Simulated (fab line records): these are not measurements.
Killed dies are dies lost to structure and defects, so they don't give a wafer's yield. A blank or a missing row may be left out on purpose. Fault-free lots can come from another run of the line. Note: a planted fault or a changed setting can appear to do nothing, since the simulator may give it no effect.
Matching of chambers    flow n5Finfet    N5_BEOL_M0_SAQP_DESCUM_45 on rieDiel-06 has 4 sister chambers
The step chemistry O2, time 7 s. 18 wafers are shown with their chamber, then 9 later ones without.

## EACH WAFER AND ITS CHAMBER
wafer   chamber  showerheadPlenumPTorr (Torr)  oesProductAu (a.u.)  throttleValvePct (%)
L077.1  2        2.12                          0.81                 20.35
L077.4  2        2.12                          0.82                 20.32
L077.6  3        1.98                          0.69                 20.26
L079.1  0        2.19                          0.78                 20.39
L079.3  3        1.98                          0.69                 20.27
L079.4  2        2.12                          0.82                 20.33
L081.1  2        2.12                          0.80                 20.34
L081.2  3        1.98                          0.69                 20.27
L081.4  0        2.19                          0.78                 20.38
L083.2  3        1.98                          0.68                 20.28
L083.3  0        2.19                          0.77                 20.42
L083.4  2        2.11                          0.81                 20.34
L084.4  1        2.05                          0.95                 20.43
L084.5  1        2.05                          0.96                 20.43
L084.6  0        2.19                          0.76                 20.41
L085.1  1        2.05                          0.95                 20.42
L085.2  3        1.97                          0.69                 20.28
L085.6  3        1.98                          0.69                 20.27

SIGNATURES, as means of the wafers listed above
reading                chamber 0  chamber 1  chamber 2  chamber 3  scatter within a chamber
showerheadPlenumPTorr  2.1900     2.0500     2.1180     1.9783     0.00342
oesProductAu           0.7725     0.9533     0.8120     0.6883     0.0071
throttleValvePct       20.4000    20.4267    20.3360    20.2717    0.0116
Rule: for a wafer and a chamber, the distance is found by dividing, reading by reading, the gap between the wafer's reading and the chamber's mean by the reading's scatter, squaring, summing and taking the root. If the next closest chamber is less than 2 further off than the closest, the wafer can't be placed; otherwise it belongs to the closest. The scatter is the square root of a quotient: the sum, over the shown wafers, of each reading's squared deviation from its chamber's mean, divided by wafers minus chambers.

## WAFERS WITHOUT THEIR CHAMBER
wafer   showerheadPlenumPTorr (Torr)  oesProductAu (a.u.)  throttleValvePct (%)
L089.1  2.11                          0.79                 20.34
L089.2  2.19                          0.76                 20.42
L089.3  1.97                          0.68                 20.28
L093.1  2.18                          0.77                 20.44
L093.4  1.97                          0.68                 20.28
L093.5  2.11                          0.79                 20.37
L095.4  2.05                          0.91                 20.43
L095.5  2.05                          0.91                 20.45
L095.6  2.11                          0.77                 20.38

## WHICH CHAMBER EACH ONE RAN IN
wafer   from the rows above  in truth
L089.1  2                    2
L089.2  0                    0
L089.3  3                    3
L093.1  0                    0
L093.4  3                    3
L093.5  2                    2
L095.4  1                    1
L095.5  1                    1
L095.6  2                    2
9 of 9 placed correctly. From these rows, 0 cannot be placed. 0 placed wrongly.
